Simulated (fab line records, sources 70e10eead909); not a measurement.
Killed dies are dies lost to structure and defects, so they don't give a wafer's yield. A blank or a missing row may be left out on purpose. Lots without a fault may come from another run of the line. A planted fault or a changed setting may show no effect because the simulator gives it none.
Chamber matching | flow nand_harc | NHARC_P_BONDPAD_ACTIVATE_29 on rie_diel-03: 4 sister chambers
The step chemistry N2, time 60 s. 42 wafers are shown with their chamber, then 12 later ones without.

WAFERS WITH THEIR CHAMBER
wafer  | chamber | drypump_motor_current_A (A) | oes_product_au (a.u.) | rf_vpp_V (V)
L074.1 | 0       | 5.4                         | 0.976                 | 61.9
L074.2 | 2       | 5.9                         | 1.003                 | 63.4
L074.3 | 3       | 6.1                         | 1.002                 | 64.3
L075.2 | 3       | 6.1                         | 1.004                 | 63.8
L075.3 | 1       | 6.0                         | 1.008                 | 63.0
L075.4 | 2       | 5.9                         | 1.001                 | 64.5
L076.2 | 3       | 6.1                         | 1.006                 | 63.4
L076.5 | 0       | 5.4                         | 0.978                 | 64.3
L076.6 | 1       | 6.0                         | 0.996                 | 62.5
L077.1 | 2       | 5.9                         | 1.000                 | 64.2
L077.3 | 3       | 6.1                         | 1.010                 | 64.5
L077.4 | 1       | 6.0                         | 1.007                 | 63.1
L078.2 | 2       | 5.9                         | 0.995                 | 64.7
L078.5 | 1       | 6.0                         | 0.997                 | 62.6
L078.6 | 0       | 5.4                         | 0.979                 | 62.8
L079.1 | 0       | 5.4                         | 0.973                 | 63.5
L079.4 | 1       | 6.0                         | 0.993                 | 62.5
L079.6 | 3       | 6.0                         | 1.003                 | 64.7
L081.1 | 2       | 5.9                         | 0.995                 | 63.9
L081.2 | 0       | 5.4                         | 0.981                 | 64.2
L081.5 | 2       | 5.9                         | 1.005                 | 65.0
L080.1 | 3       | 6.1                         | 1.003                 | 64.4
L080.5 | 3       | 6.1                         | 1.007                 | 63.7
L080.6 | 0       | 5.4                         | 0.988                 | 61.5
L083.1 | 2       | 5.9                         | 0.998                 | 63.1
L083.2 | 3       | 6.0                         | 0.995                 | 64.4
L083.5 | 2       | 5.9                         | 0.991                 | 64.2
L084.4 | 0       | 5.4                         | 0.971                 | 64.9
L084.5 | 2       | 5.9                         | 0.999                 | 64.8
L084.6 | 1       | 6.0                         | 1.004                 | 63.5
L086.1 | 3       | 6.1                         | 1.007                 | 65.0
L086.2 | 2       | 5.9                         | 0.995                 | 63.9
L086.6 | 1       | 6.0                         | 0.989                 | 64.0
L087.1 | 3       | 6.1                         | 1.004                 | 64.1
L087.3 | 2       | 5.9                         | 0.998                 | 63.9
L087.5 | 1       | 6.0                         | 0.987                 | 63.4
L088.1 | 1       | 6.0                         | 0.986                 | 64.8
L088.4 | 3       | 6.1                         | 0.986                 | 65.5
L088.5 | 2       | 5.9                         | 0.983                 | 62.8
L090.1 | 2       | 5.9                         | 1.013                 | 63.4
L090.4 | 3       | 6.1                         | 1.006                 | 65.0
L090.6 | 3       | 6.1                         | 1.006                 | 64.2

SIGNATURES (means of the wafers above)
reading                 | chamber 0 | chamber 1 | chamber 2 | chamber 3 | scatter within a chamber
drypump_motor_current_A | 5.400     | 6.000     | 5.900     | 6.085     | 0.0211
oes_product_au          | 0.97800   | 0.99633   | 0.99815   | 1.00300   | 0.00695
rf_vpp_V                | 63.300    | 63.267    | 63.985    | 64.385    | 0.795
Rule: a wafer's distance from a chamber is the root of the sum, over the readings, of the square of ((its reading less the chamber's mean) divided by the reading's scatter). The wafer belongs to the nearest chamber; if the next one is less than 2 further off, it can't be placed. The scatter: the root of (the sum of the squares of (reading less its chamber's mean) over the shown wafers, divided by (wafers less chambers)).

WAFERS WITHOUT THEIR CHAMBER
wafer  | drypump_motor_current_A (A) | oes_product_au (a.u.) | rf_vpp_V (V)
L091.1 | 5.9                         | 1.006                 | 63.1
L091.2 | 6.0                         | 1.001                 | 64.3
L091.3 | 5.4                         | 0.993                 | 64.7
L092.1 | 5.9                         | 1.006                 | 65.0
L092.2 | 5.4                         | 0.998                 | 64.3
L092.6 | 6.0                         | 0.986                 | 65.6
L093.1 | 5.4                         | 0.993                 | 64.3
L093.3 | 6.1                         | 1.019                 | 64.3
L093.6 | 6.0                         | 0.999                 | 63.6
L095.3 | 6.0                         | 0.995                 | 65.2
L095.4 | 5.9                         | 1.009                 | 63.0
L095.5 | 6.1                         | 1.012                 | 63.7

WHICH CHAMBER EACH WENT THROUGH
wafer  | from the rows above     | in truth
L091.1 | 2                       | 2
L091.2 | 1                       | 1
L091.3 | 0                       | 0
L092.1 | 2                       | 2
L092.2 | 0                       | 0
L092.6 | can't be placed: 1 or 3 | 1
L093.1 | 0                       | 0
L093.3 | 3                       | 3
L093.6 | 1                       | 1
L095.3 | can't be placed: 1 or 3 | 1
L095.4 | 2                       | 2
L095.5 | 3                       | 3
Placed correctly: 10 of 12. Can't be placed from these rows: 2 (the true chamber is among the candidates in 2). Placed wrongly: 0.
